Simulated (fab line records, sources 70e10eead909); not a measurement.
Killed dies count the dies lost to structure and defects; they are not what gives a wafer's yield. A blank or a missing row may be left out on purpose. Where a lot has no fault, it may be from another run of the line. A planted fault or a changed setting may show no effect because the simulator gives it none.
Which of the tools did it? :: flow nand harc :: 24 lots with 72 wafers sampled at 6 steps, on a route of 1159 steps

== WHAT EACH GAUGE READ, for each wafer ==
NHARC_P_CONTACT_CD_MEAS_12: target cd 90 nm.
lot: L075
measured: day 5 22:34
on: cd sem-01
cd nm (nm): 89.4 90.6 89.8

lot: L074
measured: day 5 23:18
on: cd sem-02
cd nm (nm): 89.9 89.9 89.7

lot: L076
measured: day 5 23:28
on: cd sem-02
cd nm (nm): 90.1 90.4 90.2

lot: L077
measured: day 6 05:38
on: cd sem-01
cd nm (nm): 90.0 90.3 89.9

lot: L078
measured: day 6 18:28
on: cd sem-01
cd nm (nm): 89.2 89.8 90.0

lot: L079
measured: day 7 03:31
on: cd sem-03
cd nm (nm): 90.5 90.4 90.8

lot: L080
measured: day 7 06:16
on: cd sem-03
cd nm (nm): 90.4 90.8 90.9

lot: L081
measured: day 7 08:53
on: cd sem-02
cd nm (nm): 90.5 90.2 90.6

lot: L082
measured: day 7 14:51
on: cd sem-02
cd nm (nm): 90.1 90.5 90.7

lot: L083
measured: day 7 19:59
on: cd sem-01
cd nm (nm): 89.7 89.8 90.4

lot: L084
measured: day 7 20:57
on: cd sem-03
cd nm (nm): 89.1 89.8 89.4

lot: L088
measured: day 8 20:16
on: cd sem-02
cd nm (nm): 89.8 89.6 89.5

lot: L087
measured: day 8 21:28
on: cd sem-01
cd nm (nm): 90.6 90.8 90.8

lot: L085
measured: day 8 22:58
on: cd sem-03
cd nm (nm): 89.7 89.9 90.3

lot: L086
measured: day 9 03:43
on: cd sem-03
cd nm (nm): 90.7 90.3 90.9

lot: L090
measured: day 9 10:21
on: cd sem-01
cd nm (nm): 89.9 89.9 90.1

lot: L089
measured: day 9 12:13
on: cd sem-03
cd nm (nm): 90.9 90.1 90.2

lot: L091
measured: day 9 19:59
on: cd sem-03
cd nm (nm): 89.1 89.2 89.0

lot: L094
measured: day 10 06:05
on: cd sem-03
cd nm (nm): 90.6 89.8 90.2

lot: L092
measured: day 10 06:59
on: cd sem-01
cd nm (nm): 90.6 90.3 90.6

lot: L093
measured: day 10 10:35
on: cd sem-02
cd nm (nm): 89.6 89.9 89.1

lot: L095
measured: day 10 20:00
on: cd sem-03
cd nm (nm): 90.8 90.1 90.3

lot: L097
measured: day 10 23:51
on: cd sem-02
cd nm (nm): 90.4 90.3 90.2

lot: L096
measured: day 11 01:50
on: cd sem-02
cd nm (nm): 90.7 90.2 90.0

NHARC_P_M0_THK_MEAS_24: measures by xrf.
lot: L075
measured: day 6 09:12
on: film metro-02
thk nm (nm): 115.9 117.9 116.7

lot: L074
measured: day 6 09:37
on: film metro-02
thk nm (nm): 117.0 114.9 117.1

lot: L076
measured: day 6 10:29
on: film metro-02
thk nm (nm): 117.6 114.6 116.9

lot: L077
measured: day 6 16:53
on: film metro-02
thk nm (nm): 117.1 116.3 116.4

lot: L078
measured: day 7 04:47
on: film metro-01
thk nm (nm): 115.4 116.3 115.6

lot: L079
measured: day 7 10:24
on: film metro-01
thk nm (nm): 118.6 118.4 117.1

lot: L080
measured: day 7 13:05
on: film metro-02
thk nm (nm): 115.3 115.9 115.1

lot: L081
measured: day 7 15:41
on: film metro-01
thk nm (nm): 116.9 116.4 118.7

lot: L082
measured: day 7 22:14
on: film metro-01
thk nm (nm): 116.6 116.6 117.4

lot: L083
measured: day 8 10:43
on: film metro-01
thk nm (nm): 118.9 118.9 117.6

lot: L084
measured: day 8 10:56
on: film metro-02
thk nm (nm): 117.6 115.9 118.2

lot: L088
measured: day 9 04:58
on: film metro-02
thk nm (nm): 118.6 117.1 120.1

lot: L087
measured: day 9 08:18
on: film metro-01
thk nm (nm): 117.8 119.9 118.9

lot: L085
measured: day 9 08:49
on: film metro-02
thk nm (nm): 118.6 118.7 119.7

lot: L086
measured: day 9 22:26
on: film metro-02
thk nm (nm): 114.6 116.5 117.1

lot: L090
measured: day 9 23:41
on: film metro-01
thk nm (nm): 117.4 117.3 116.8

lot: L089
measured: day 10 00:14
on: film metro-01
thk nm (nm): 117.5 116.9 117.7

lot: L091
measured: day 10 08:19
on: film metro-02
thk nm (nm): 116.8 116.6 115.4

lot: L094
measured: day 10 14:50
on: film metro-01
thk nm (nm): 117.7 118.7 116.8

lot: L092
measured: day 10 15:26
on: film metro-02
thk nm (nm): 118.9 119.8 118.2

lot: L093
measured: day 10 17:09
on: film metro-02
thk nm (nm): 117.6 118.6 116.3

lot: L095
measured: day 11 06:38
on: film metro-02
thk nm (nm): 120.4 117.4 119.0

lot: L097
measured: day 11 09:53
on: film metro-01
thk nm (nm): 116.8 117.8 117.8

lot: L096
measured: day 11 14:47
on: film metro-02
thk nm (nm): 114.6 116.6 117.5

NHARC_P_M1_INSPECT_11.
lot: L075
measured: day 6 10:52
on: defect inspect-01
raw defect count: 3 5 4

lot: L074
measured: day 6 11:34
on: defect inspect-01
raw defect count: 6 3 6

lot: L076
measured: day 6 12:11
on: defect inspect-01
raw defect count: 2 2 2

lot: L077
measured: day 6 18:25
on: defect inspect-01
raw defect count: 8 8 10

lot: L078
measured: day 7 06:40
on: defect inspect-02
raw defect count: 7 7 1

lot: L079
measured: day 7 12:03
on: defect inspect-02
raw defect count: 4 7 2

lot: L080
measured: day 7 14:55
on: defect inspect-01
raw defect count: 5 7 6

lot: L081
measured: day 7 17:24
on: defect inspect-02
raw defect count: 2 2 3

lot: L082
measured: day 7 23:54
on: defect inspect-02
raw defect count: 5 5 5

lot: L083
measured: day 8 12:25
on: defect inspect-02
raw defect count: 0 1 3

lot: L084
measured: day 8 12:36
on: defect inspect-02
raw defect count: 2 3 6

lot: L088
measured: day 9 06:46
on: defect inspect-02
raw defect count: 3 4 2

lot: L087
measured: day 9 10:03
on: defect inspect-02
raw defect count: 5 3 4

lot: L085
measured: day 9 10:47
on: defect inspect-02
raw defect count: 1 2 1

lot: L086
measured: day 10 00:07
on: defect inspect-02
raw defect count: 3 5 2

lot: L090
measured: day 10 01:20
on: defect inspect-01
raw defect count: 13 14 10

lot: L089
measured: day 10 02:17
on: defect inspect-02
raw defect count: 1 5 7

lot: L091
measured: day 10 09:59
on: defect inspect-01
raw defect count: 4 9 5

lot: L094
measured: day 10 16:31
on: defect inspect-01
raw defect count: 5 4 2

lot: L092
measured: day 10 17:05
on: defect inspect-01
raw defect count: 2 1 2

lot: L093
measured: day 10 18:50
on: defect inspect-02
raw defect count: 4 2 1

lot: L095
measured: day 11 08:19
on: defect inspect-02
raw defect count: 2 2 2

lot: L097
measured: day 11 11:26
on: defect inspect-01
raw defect count: 2 3 2

lot: L096
measured: day 11 16:20
on: defect inspect-02
raw defect count: 1 3 4

== EACH LOT AND THE TOOL THAT RAN IT (in order: tool; ch and the chambers of the sampled wafers; start) ==
lot: L075
NHARC_P_CONTACT_DESCUM_17: rie diel-11 ch 1,2, day 5 22:46
NHARC_P_CONTACT_ETCH_18: rie diel-11 ch 0,3, day 6 09:12 or earlier
NHARC_P_M0_PRE_CLEAN_29: pvd sputter-02, day 6 09:12 or earlier

lot: L074
NHARC_P_CONTACT_DESCUM_17: rie diel-01 ch 0,1,2, day 5 23:29
NHARC_P_CONTACT_ETCH_18: rie diel-01 ch 1,2, day 6 09:37 or earlier
NHARC_P_M0_PRE_CLEAN_29: pvd sputter-01, day 6 09:37 or earlier

lot: L076
NHARC_P_CONTACT_DESCUM_17: rie diel-12 ch 0,1, day 5 23:40
NHARC_P_CONTACT_ETCH_18: rie diel-12 ch 0,1,3, day 6 10:29 or earlier
NHARC_P_M0_PRE_CLEAN_29: pvd sputter-01, day 6 10:29 or earlier

lot: L077
NHARC_P_CONTACT_DESCUM_17: rie diel-01 ch 0,1,3, day 6 05:50
NHARC_P_CONTACT_ETCH_18: rie diel-01 ch 0,1,3, day 6 16:53 or earlier
NHARC_P_M0_PRE_CLEAN_29: pvd sputter-03, day 6 16:53 or earlier

lot: L078
NHARC_P_CONTACT_DESCUM_17: rie diel-11 ch 1,2,3, day 6 18:40
NHARC_P_CONTACT_ETCH_18: rie diel-11 ch 0,1,2, day 7 04:47 or earlier
NHARC_P_M0_PRE_CLEAN_29: pvd sputter-03, day 7 04:47 or earlier

lot: L079
NHARC_P_CONTACT_DESCUM_17: rie diel-01 ch 1,2,3, day 7 03:42
NHARC_P_CONTACT_ETCH_18: rie diel-01 ch 1,2,3, day 7 10:24 or earlier
NHARC_P_M0_PRE_CLEAN_29: pvd sputter-03, day 7 10:24 or earlier

lot: L080
NHARC_P_CONTACT_DESCUM_17: rie diel-11 ch 0,1,2, day 7 06:28
NHARC_P_CONTACT_ETCH_18: rie diel-11 ch 1,2,3, day 7 13:05 or earlier
NHARC_P_M0_PRE_CLEAN_29: pvd sputter-03, day 7 13:05 or earlier

lot: L081
NHARC_P_CONTACT_DESCUM_17: rie diel-11 ch 0,2, day 7 09:05
NHARC_P_CONTACT_ETCH_18: rie diel-11 ch 0,1, day 7 15:41 or earlier
NHARC_P_M0_PRE_CLEAN_29: pvd sputter-03, day 7 15:41 or earlier

lot: L082
NHARC_P_CONTACT_DESCUM_17: rie diel-11 ch 0,3, day 7 15:03
NHARC_P_CONTACT_ETCH_18: rie diel-11 ch 2,3, day 7 22:14 or earlier
NHARC_P_M0_PRE_CLEAN_29: pvd sputter-01, day 7 22:14 or earlier

lot: L083
NHARC_P_CONTACT_DESCUM_17: rie diel-01 ch 0,2,3, day 7 20:11
NHARC_P_CONTACT_ETCH_18: rie diel-01 ch 0,1,3, day 8 10:43 or earlier
NHARC_P_M0_PRE_CLEAN_29: pvd sputter-03, day 8 10:43 or earlier

lot: L084
NHARC_P_CONTACT_DESCUM_17: rie diel-01 ch 0,2,3, day 7 21:10
NHARC_P_CONTACT_ETCH_18: rie diel-01 ch 0,2, day 8 10:56 or earlier
NHARC_P_M0_PRE_CLEAN_29: pvd sputter-02, day 8 10:56 or earlier

lot: L088
NHARC_P_CONTACT_DESCUM_17: rie diel-01 ch 0,3, day 8 20:27
NHARC_P_CONTACT_ETCH_18: rie diel-01 ch 0,1, day 9 04:58 or earlier
NHARC_P_M0_PRE_CLEAN_29: pvd sputter-03, day 9 04:58 or earlier

lot: L087
NHARC_P_CONTACT_DESCUM_17: rie diel-01 ch 2,3, day 8 21:39
NHARC_P_CONTACT_ETCH_18: rie diel-01 ch 0,3, day 9 08:18 or earlier
NHARC_P_M0_PRE_CLEAN_29: pvd sputter-02, day 9 08:18 or earlier

lot: L085
NHARC_P_CONTACT_DESCUM_17: rie diel-01 ch 0,1,2, day 8 23:08
NHARC_P_CONTACT_ETCH_18: rie diel-01 ch 0,2,3, day 9 08:49 or earlier
NHARC_P_M0_PRE_CLEAN_29: pvd sputter-01, day 9 08:49 or earlier

lot: L086
NHARC_P_CONTACT_DESCUM_17: rie diel-12 ch 0,1,3, day 9 03:55
NHARC_P_CONTACT_ETCH_18: rie diel-12 ch 1,2,3, day 9 22:26 or earlier
NHARC_P_M0_PRE_CLEAN_29: pvd sputter-01, day 9 22:26 or earlier

lot: L090
NHARC_P_CONTACT_DESCUM_17: rie diel-11 ch 1,2, day 9 10:33
NHARC_P_CONTACT_ETCH_18: rie diel-11 ch 0,1,2, day 9 11:17
NHARC_P_M0_PRE_CLEAN_29: pvd sputter-03, day 9 22:19

lot: L089
NHARC_P_CONTACT_DESCUM_17: rie diel-01 ch 0,1,3, day 9 12:23
NHARC_P_CONTACT_ETCH_18: rie diel-01 ch 0,1,3, day 10 00:14 or earlier
NHARC_P_M0_PRE_CLEAN_29: pvd sputter-03, day 10 00:14 or earlier

lot: L091
NHARC_P_CONTACT_DESCUM_17: rie diel-11 ch 0,1,2, day 9 20:11
NHARC_P_CONTACT_ETCH_18: rie diel-11 ch 0,1, day 10 08:19 or earlier
NHARC_P_M0_PRE_CLEAN_29: pvd sputter-03, day 10 08:19 or earlier

lot: L094
NHARC_P_CONTACT_DESCUM_17: rie diel-01 ch 0,1,2, day 10 06:16
NHARC_P_CONTACT_ETCH_18: rie diel-01 ch 0,1,2, day 10 14:50 or earlier
NHARC_P_M0_PRE_CLEAN_29: pvd sputter-01, day 10 14:50 or earlier

lot: L092
NHARC_P_CONTACT_DESCUM_17: rie diel-11 ch 0,2,3, day 10 07:11
NHARC_P_CONTACT_ETCH_18: rie diel-11 ch 1,2,3, day 10 15:26 or earlier
NHARC_P_M0_PRE_CLEAN_29: pvd sputter-03, day 10 15:26 or earlier

lot: L093
NHARC_P_CONTACT_DESCUM_17: rie diel-11 ch 0,2,3, day 10 10:48
NHARC_P_CONTACT_ETCH_18: rie diel-11 ch 0,1, day 10 17:09 or earlier
NHARC_P_M0_PRE_CLEAN_29: pvd sputter-02, day 10 17:09 or earlier

lot: L095
NHARC_P_CONTACT_DESCUM_17: rie diel-11 ch 1,2, day 10 20:11
NHARC_P_CONTACT_ETCH_18: rie diel-11 ch 1,2, day 11 06:38 or earlier
NHARC_P_M0_PRE_CLEAN_29: pvd sputter-01, day 11 06:38 or earlier

lot: L097
NHARC_P_CONTACT_DESCUM_17: rie diel-11 ch 1,2,3, day 11 00:02
NHARC_P_CONTACT_ETCH_18: rie diel-11 ch 1,2,3, day 11 09:53 or earlier
NHARC_P_M0_PRE_CLEAN_29: pvd sputter-02, day 11 09:53 or earlier

lot: L096
NHARC_P_CONTACT_DESCUM_17: rie diel-11 ch 0,1, day 11 02:02
NHARC_P_CONTACT_ETCH_18: rie diel-11 ch 0,2, day 11 14:47 or earlier
NHARC_P_M0_PRE_CLEAN_29: pvd sputter-03, day 11 14:47 or earlier
- NHARC_P_CONTACT_DESCUM_17: chemistry O2, time 3 s.
- NHARC_P_CONTACT_ETCH_18: etches the open film in C4F8/O2/Ar, target depth 481 nm, time 240.5 s.
- NHARC_P_M0_PRE_CLEAN_29: time 30 s.

== AS READ BY THE TOOLS THEMSELVES (means over the sampled wafers that have a number; for cases with no such wafer, the mark the record gives instead) ==
NHARC_P_CONTACT_DESCUM_17.
lot: L075
tool: rie diel-11
drypump motor current A (A): 6.2
oes product au (a.u.): 0.996
rf vpp V (V): 58.5
showerhead plenum p Torr (Torr): 2.00
throttle valve pct (%): 11.329

lot: L074
tool: rie diel-01
drypump motor current A (A): 5.8
oes product au (a.u.): 0.994
rf vpp V (V): 58.1
showerhead plenum p Torr (Torr): 2.00
throttle valve pct (%): 11.305

lot: L076
tool: rie diel-12
drypump motor current A (A): 5.9
oes product au (a.u.): 0.999
rf vpp V (V): 57.8
showerhead plenum p Torr (Torr): 1.97
throttle valve pct (%): 11.294

lot: L077
tool: rie diel-01
drypump motor current A (A): 6.3
oes product au (a.u.): 1.002
rf vpp V (V): 57.9
showerhead plenum p Torr (Torr): 1.98
throttle valve pct (%): 11.308

lot: L078
tool: rie diel-11
drypump motor current A (A): 6.0
oes product au (a.u.): 1.000
rf vpp V (V): 58.4
showerhead plenum p Torr (Torr): 1.95
throttle valve pct (%): 11.310

lot: L079
tool: rie diel-01
drypump motor current A (A): 5.8
oes product au (a.u.): 0.993
rf vpp V (V): 58.2
showerhead plenum p Torr (Torr): 2.00
throttle valve pct (%): 11.302

lot: L080
tool: rie diel-11
drypump motor current A (A): 6.3
oes product au (a.u.): 0.993
rf vpp V (V): 58.1
showerhead plenum p Torr (Torr): 1.93
throttle valve pct (%): 11.314

lot: L081
tool: rie diel-11
drypump motor current A (A): 6.3
oes product au (a.u.): 0.989
rf vpp V (V): 57.3
showerhead plenum p Torr (Torr): 1.90
throttle valve pct (%): 11.321

lot: L082
tool: rie diel-11
drypump motor current A (A): 5.7
oes product au (a.u.): 0.993
rf vpp V (V): 57.2
showerhead plenum p Torr (Torr): 1.86
throttle valve pct (%): 11.313

lot: L083
tool: rie diel-01
drypump motor current A (A): 6.0
oes product au (a.u.): 0.985
rf vpp V (V): 57.6
showerhead plenum p Torr (Torr): 1.99
throttle valve pct (%): 11.311

lot: L084
tool: rie diel-01
drypump motor current A (A): 6.0
oes product au (a.u.): 0.995
rf vpp V (V): 57.9
showerhead plenum p Torr (Torr): 1.99
throttle valve pct (%): 11.299

lot: L088
tool: rie diel-01
drypump motor current A (A): 6.6
oes product au (a.u.): 1.005
rf vpp V (V): 58.5
showerhead plenum p Torr (Torr): 1.97
throttle valve pct (%): 11.313

lot: L087
tool: rie diel-01
drypump motor current A (A): 5.5
oes product au (a.u.): 1.000
rf vpp V (V): 57.8
showerhead plenum p Torr (Torr): 2.01
throttle valve pct (%): 11.313

lot: L085
tool: rie diel-01
drypump motor current A (A): 5.8
oes product au (a.u.): 0.997
rf vpp V (V): 57.9
showerhead plenum p Torr (Torr): 2.00
throttle valve pct (%): 11.313

lot: L086
tool: rie diel-12
drypump motor current A (A): 5.7
oes product au (a.u.): 0.996
rf vpp V (V): 58.6
showerhead plenum p Torr (Torr): 1.95
throttle valve pct (%): 11.311

lot: L090
tool: rie diel-11
drypump motor current A (A): 6.2
oes product au (a.u.): 0.997
rf vpp V (V): 58.2
showerhead plenum p Torr (Torr): 1.99
throttle valve pct (%): 11.307

lot: L089
tool: rie diel-01
drypump motor current A (A): 6.3
oes product au (a.u.): 0.988
rf vpp V (V): 57.3
showerhead plenum p Torr (Torr): 1.98
throttle valve pct (%): 11.312

lot: L091
tool: rie diel-11
drypump motor current A (A): 6.3
oes product au (a.u.): 1.002
rf vpp V (V): 57.7
showerhead plenum p Torr (Torr): 1.93
throttle valve pct (%): 11.303

lot: L094
tool: rie diel-01
drypump motor current A (A): 5.7
oes product au (a.u.): 0.990
rf vpp V (V): 58.0
showerhead plenum p Torr (Torr): 2.00
throttle valve pct (%): 11.312

lot: L092
tool: rie diel-11
drypump motor current A (A): 5.9
oes product au (a.u.): 1.004
rf vpp V (V): 58.3
showerhead plenum p Torr (Torr): 1.91
throttle valve pct (%): 11.314

lot: L093
tool: rie diel-11
drypump motor current A (A): 5.9
oes product au (a.u.): 0.991
rf vpp V (V): 58.0
showerhead plenum p Torr (Torr): 1.91
throttle valve pct (%): 11.303

lot: L095
tool: rie diel-11
drypump motor current A (A): 6.2
oes product au (a.u.): 1.007
rf vpp V (V): 58.8
showerhead plenum p Torr (Torr): 1.99
throttle valve pct (%): 11.310

lot: L097
tool: rie diel-11
drypump motor current A (A): 6.0
oes product au (a.u.): 0.999
rf vpp V (V): 58.4
showerhead plenum p Torr (Torr): 1.94
throttle valve pct (%): 11.309

lot: L096
tool: rie diel-11
drypump motor current A (A): 6.5
oes product au (a.u.): 1.002
rf vpp V (V): 58.0
showerhead plenum p Torr (Torr): 1.91
throttle valve pct (%): 11.307

NHARC_P_CONTACT_ETCH_18.
lot: L075
tool: rie diel-11
oes product au (a.u.): 0.928
rf vpp V (V): 973

lot: L074
tool: rie diel-01
oes product au (a.u.): 0.957
rf vpp V (V): 986

lot: L076
tool: rie diel-12
oes product au (a.u.): 0.970
rf vpp V (V): 981

lot: L077
tool: rie diel-01
oes product au (a.u.): 0.976
rf vpp V (V): 983

lot: L078
tool: rie diel-11
oes product au (a.u.): 0.962
rf vpp V (V): 980

lot: L079
tool: rie diel-01
oes product au (a.u.): 0.970
rf vpp V (V): 985

lot: L080
tool: rie diel-11
oes product au (a.u.): 0.966
rf vpp V (V): 980

lot: L081
tool: rie diel-11
oes product au (a.u.): 0.963
rf vpp V (V): 976

lot: L082
tool: rie diel-11
oes product au (a.u.): 0.960
rf vpp V (V): 982

lot: L083
tool: rie diel-01
oes product au (a.u.): 0.970
rf vpp V (V): 982

lot: L084
tool: rie diel-01
oes product au (a.u.): 0.949
rf vpp V (V): 984

lot: L088
tool: rie diel-01
oes product au (a.u.): 0.962
rf vpp V (V): 982

lot: L087
tool: rie diel-01
oes product au (a.u.): 0.973
rf vpp V (V): 981

lot: L085
tool: rie diel-01
oes product au (a.u.): 0.952
rf vpp V (V): 983

lot: L086
tool: rie diel-12
oes product au (a.u.): 0.968
rf vpp V (V): 984

lot: L090
tool: rie diel-11
oes product au (a.u.): 0.971
rf vpp V (V): 980

lot: L089
tool: rie diel-01
oes product au (a.u.): 0.953
rf vpp V (V): 983

lot: L091
tool: rie diel-11
oes product au (a.u.): 0.953
rf vpp V (V): 978

lot: L094
tool: rie diel-01
oes product au (a.u.): 0.925
rf vpp V (V): 984

lot: L092
tool: rie diel-11
oes product au (a.u.): 0.924
rf vpp V (V): 980

lot: L093
tool: rie diel-11
oes product au (a.u.): 0.965
rf vpp V (V): 976

lot: L095
tool: rie diel-11
oes product au (a.u.): 0.958
rf vpp V (V): 984

lot: L097
tool: rie diel-11
oes product au (a.u.): 0.967
rf vpp V (V): 981

lot: L096
tool: rie diel-11
oes product au (a.u.): 0.962
rf vpp V (V): 978

NHARC_P_M0_PRE_CLEAN_29.
lot: L075
tool: pvd sputter-02
heater power w (W): 403
susceptor temp C (C): 280.09

lot: L074
tool: pvd sputter-01
heater power w (W): 429
susceptor temp C (C): 279.98

lot: L076
tool: pvd sputter-01
heater power w (W): 460
susceptor temp C (C): 280.02

lot: L077
tool: pvd sputter-03
heater power w (W): 387
susceptor temp C (C): 279.99

lot: L078
tool: pvd sputter-03
heater power w (W): 402
susceptor temp C (C): 279.86

lot: L079
tool: pvd sputter-03
heater power w (W): 384
susceptor temp C (C): 280.13

lot: L080
tool: pvd sputter-03
heater power w (W): 400
susceptor temp C (C): 280.10

lot: L081
tool: pvd sputter-03
heater power w (W): 411
susceptor temp C (C): 279.99

lot: L082
tool: pvd sputter-01
heater power w (W): 448
susceptor temp C (C): 279.84

lot: L083
tool: pvd sputter-03
heater power w (W): 403
susceptor temp C (C): 280.04

lot: L084
tool: pvd sputter-02
heater power w (W): 397
susceptor temp C (C): 280.03

lot: L088
tool: pvd sputter-03
heater power w (W): 401
susceptor temp C (C): 279.79

lot: L087
tool: pvd sputter-02
heater power w (W): 451
susceptor temp C (C): 279.76

lot: L085
tool: pvd sputter-01
heater power w (W): 482
susceptor temp C (C): 279.91

lot: L086
tool: pvd sputter-01
heater power w (W): 450
susceptor temp C (C): 279.88

lot: L090
tool: pvd sputter-03
heater power w (W): 393
susceptor temp C (C): 279.91

lot: L089
tool: pvd sputter-03
heater power w (W): 404
susceptor temp C (C): 280.04

lot: L091
tool: pvd sputter-03
heater power w (W): 431
susceptor temp C (C): 280.12

lot: L094
tool: pvd sputter-01
heater power w (W): 438
susceptor temp C (C): 279.97

lot: L092
tool: pvd sputter-03
heater power w (W): 389
susceptor temp C (C): 279.97

lot: L093
tool: pvd sputter-02
heater power w (W): 429
susceptor temp C (C): 279.93

lot: L095
tool: pvd sputter-01
heater power w (W): 442
susceptor temp C (C): 280.01

lot: L097
tool: pvd sputter-02
heater power w (W): 402
susceptor temp C (C): 279.78

lot: L096
tool: pvd sputter-03
heater power w (W): 405
susceptor temp C (C): 280.14

== THE ANSWER, worked out from the rows above alone ==
Rule: what is usual is taken from the lots themselves. Put in order of their means at a reading, lots are off if they are a third of the lots or fewer, leave a main group of 4 or more, and stand apart from it by a gap of 3 or more times the standard deviation of the main group's means; of several such gaps the widest counts. A main group whose means are all the same, to the digits that the tables above print for the reading, isn't used. A lot without any number at a reading at which 4 lots or more have one is off too. All remaining lots with rows at the step are treated as sound. First the gauges in route order, then the tools' own readings, where a lot's mean is used as printed above. The first step at which some lot is off is used, and at that step the reading that is off furthest; a lot without a number counts as furthest.
Nothing can be told from this: no lot is off at any reading shown.

== WHAT HAD BEEN PUT IN BY THE SIMULATOR ==
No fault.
